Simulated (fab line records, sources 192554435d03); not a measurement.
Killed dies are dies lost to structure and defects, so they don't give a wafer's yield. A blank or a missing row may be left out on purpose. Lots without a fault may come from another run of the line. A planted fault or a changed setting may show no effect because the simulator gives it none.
Chamber matching | flow n5_finfet | N5_MOL_CONTACT_COAG_ETCHBACK_132 on rie_diel-06: 4 sister chambers
The step etches SiO2 in CHF3, target depth 10 nm, time 6.7 s. 20 wafers are shown with their chamber, then 10 later ones without.

WAFERS WITH THEIR CHAMBER
wafer  | chamber | showerhead_plenum_p_Torr (Torr) | drypump_motor_current_A (A) | throttle_valve_pct (%)
L074.1 | 3       | 2.48                            | 6.5                         | 18.84
L074.4 | 0       | 2.27                            | 4.9                         | 19.12
L074.5 | 3       | 2.48                            | 6.4                         | 18.85
L076.2 | 3       | 2.48                            | 6.4                         | 18.84
L076.3 | 0       | 2.27                            | 4.9                         | 19.11
L076.4 | 1       | 2.26                            | 5.9                         | 18.70
L080.3 | 1       | 2.26                            | 5.9                         | 18.71
L080.4 | 3       | 2.47                            | 6.5                         | 18.86
L080.5 | 1       | 2.26                            | 5.9                         | 18.72
L084.2 | 0       | 2.26                            | 4.9                         | 19.14
L084.3 | 3       | 2.47                            | 6.5                         | 18.87
L084.6 | 0       | 2.26                            | 4.9                         | 19.14
L085.2 | 0       | 2.26                            | 4.9                         | 19.15
L085.5 | 0       | 2.26                            | 4.9                         | 19.16
L085.6 | 2       | 2.33                            | 6.2                         | 18.62
L086.1 | 3       | 2.47                            | 6.5                         | 18.89
L086.3 | 2       | 2.33                            | 6.3                         | 18.62
L086.5 | 2       | 2.33                            | 6.2                         | 18.62
L087.1 | 3       | 2.47                            | 6.5                         | 18.89
L087.5 | 0       | 2.26                            | 4.9                         | 19.17

SIGNATURES (means of the wafers above)
reading                  | chamber 0 | chamber 1 | chamber 2 | chamber 3 | scatter within a chamber
showerhead_plenum_p_Torr | 2.2629    | 2.2600    | 2.3300    | 2.4743    | 0.00443
drypump_motor_current_A  | 4.900     | 5.900     | 6.233     | 6.471     | 0.0362
throttle_valve_pct       | 19.1414   | 18.7100   | 18.6200   | 18.8629   | 0.0188
Rule: a wafer's distance from a chamber is the root of the sum, over the readings, of the square of ((its reading less the chamber's mean) divided by the reading's scatter). The wafer belongs to the nearest chamber; if the next one is less than 2 further off, it can't be placed. The scatter: the root of (the sum of the squares of (reading less its chamber's mean) over the shown wafers, divided by (wafers less chambers)).

WAFERS WITHOUT THEIR CHAMBER
wafer  | showerhead_plenum_p_Torr (Torr) | drypump_motor_current_A (A) | throttle_valve_pct (%)
L087.6 | 2.47                            | 6.5                         | 18.89
L088.1 | 2.54                            | 5.9                         | 18.36
L088.3 | 2.33                            | 6.2                         | 18.63
L088.4 | 2.47                            | 6.5                         | 18.91
L091.2 | 2.54                            | 5.9                         | 18.37
L091.3 | 2.26                            | 4.9                         | 19.17
L091.6 | 2.26                            | 4.9                         | 19.16
L096.2 | 2.33                            | 6.2                         | 18.65
L096.4 | 2.46                            | 6.5                         | 18.92
L096.6 | 2.33                            | 6.2                         | 18.67

WHICH CHAMBER EACH WENT THROUGH
wafer  | from the rows above | in truth
L087.6 | 3                   | 3
L088.1 | 3                   | 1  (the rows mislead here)
L088.3 | 2                   | 2
L088.4 | 3                   | 3
L091.2 | 3                   | 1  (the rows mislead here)
L091.3 | 0                   | 0
L091.6 | 0                   | 0
L096.2 | 2                   | 2
L096.4 | 3                   | 3
L096.6 | 2                   | 2
Placed correctly: 8 of 10. Can't be placed from these rows: 0. Placed wrongly: 2.
